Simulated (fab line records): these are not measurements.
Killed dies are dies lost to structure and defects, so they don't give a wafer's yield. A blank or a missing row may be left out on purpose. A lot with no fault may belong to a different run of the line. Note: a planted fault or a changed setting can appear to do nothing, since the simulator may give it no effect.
Chamber matching ; flow n5 finfet ; 4 sister chambers for N5_FIN_SAQP_STRIP_77 on rie diel-05
The step strips in N2/H2, time 90 s. 24 wafers are shown with their chamber, then 12 later ones without.

## WAFERS PAIRED WITH THEIR CHAMBERS
wafer;chamber;drypump motor current A (A);showerhead plenum p Torr (Torr);throttle valve pct (%)
L076.2;3;5.6;3.24;12.55
L076.4;2;6.4;3.58;11.90
L076.6;2;6.4;3.58;11.92
L077.1;0;6.1;3.52;12.01
L077.2;1;5.2;3.49;12.46
L077.6;0;6.1;3.52;12.03
L079.1;2;6.4;3.57;11.92
L079.2;0;6.1;3.52;12.04
L079.3;1;5.2;3.49;12.48
L084.1;0;6.1;3.51;12.06
L084.3;3;5.6;3.23;12.58
L084.4;1;5.2;3.48;12.50
L086.1;3;5.6;3.22;12.59
L086.3;0;6.1;3.51;12.07
L086.5;0;6.1;3.51;12.08
L087.1;2;6.3;3.56;11.97
L087.2;3;5.6;3.22;12.60
L087.3;1;5.2;3.48;12.50
L088.3;3;5.6;3.22;12.61
L088.5;2;6.4;3.56;11.98
L088.6;1;5.2;3.48;12.52
L089.1;3;5.6;3.22;12.61
L089.2;2;6.3;3.56;11.99
L089.5;2;6.4;3.56;11.99

SIGNATURES (means of the wafers above)
reading;chamber 0;chamber 1;chamber 2;chamber 3;scatter within a chamber
drypump motor current A;6.100;5.200;6.371;5.600;0.0267
showerhead plenum p Torr;3.5150;3.4840;3.5671;3.2250;0.00763
throttle valve pct;12.0483;12.4920;11.9529;12.5900;0.0291
Rule: for a wafer and a chamber, the distance is found by dividing, reading by reading, the gap between the wafer's reading and the chamber's mean by the reading's scatter, squaring, summing and taking the root. If the next closest chamber is less than 2 further off than the closest, the wafer can't be placed; otherwise it belongs to the closest. The scatter is the square root of a quotient: the sum, over the shown wafers, of each reading's squared deviation from its chamber's mean, divided by wafers minus chambers.

## WAFERS WHOSE CHAMBER IS MISSING
wafer;drypump motor current A (A);showerhead plenum p Torr (Torr);throttle valve pct (%)
L090.2;5.6;3.22;12.64
L090.4;5.2;3.47;12.53
L090.6;6.1;3.51;12.10
L094.2;5.6;3.62;11.98
L094.3;5.2;3.47;12.58
L094.5;6.1;3.50;12.12
L095.1;6.1;3.50;12.12
L095.3;5.2;3.47;12.56
L095.6;6.3;3.55;12.03
L097.1;5.6;3.62;12.02
L097.3;6.4;3.55;12.03
L097.6;6.4;3.55;12.03

## THE CHAMBER EACH PASSED THROUGH
wafer;from the rows above;in truth
L090.2;3;3
L090.4;1;1
L090.6;0;0
L094.2;0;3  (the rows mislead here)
L094.3;1;1
L094.5;0;0
L095.1;0;0
L095.3;1;1
L095.6;2;2
L097.1;0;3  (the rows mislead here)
L097.3;2;2
L097.6;2;2
Placed correctly: 10 of 12. Number that these rows cannot place: 0. Wrongly placed: 2.
